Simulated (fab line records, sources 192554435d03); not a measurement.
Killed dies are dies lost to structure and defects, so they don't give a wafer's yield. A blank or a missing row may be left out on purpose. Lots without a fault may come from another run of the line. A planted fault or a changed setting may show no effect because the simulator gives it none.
Chamber matching | flow n5_finfet | N5_BEOL_M10_ETCH_61 on rie_diel-05: 4 sister chambers
The step etches SiARC in CF4, target depth 39 nm, time 65 s. 4 wafers are shown with their chamber, then 7 later ones without.

WAFERS WITH THEIR CHAMBER
wafer  | chamber | drypump_motor_current_A (A)
L084.1 | 1       | 6.5
L085.5 | 2       | 6.3
L096.2 | 0       | 6.5
L096.4 | 3       | 5.4

WAFERS WITHOUT THEIR CHAMBER
wafer  | drypump_motor_current_A (A)
L096.6 | 6.5
L094.1 | 6.5
L094.2 | 5.4
L094.4 | 6.4
L090.2 | 5.4
L090.4 | 6.5
L090.6 | 6.5

WHICH CHAMBER EACH WENT THROUGH
wafer  | from the rows above          | in truth
L096.6 | can't be placed: 0 or 1      | 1
L094.1 | can't be placed: 0 or 1      | 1
L094.2 | 3                            | 3
L094.4 | can't be placed: 0 or 1 or 2 | 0
L090.2 | 3                            | 3
L090.4 | can't be placed: 0 or 1      | 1
L090.6 | can't be placed: 0 or 1      | 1
Placed correctly: 2 of 7. Can't be placed from these rows: 5 (the true chamber is among the candidates in 5). Placed wrongly: 0.
How it was worked out, from the rows above alone: a wafer's distance from a chamber is the root of the sum, over the readings, of the square of ((its reading less the chamber's mean) divided by the reading's scatter). The wafer belongs to the nearest chamber; if the next one is less than 2 further off, it can't be placed. A chamber's mean is the mean of its shown wafers. The scatter: with one shown wafer a chamber, the root of the mean of the squares of how far each hidden wafer lies from its nearest shown one.
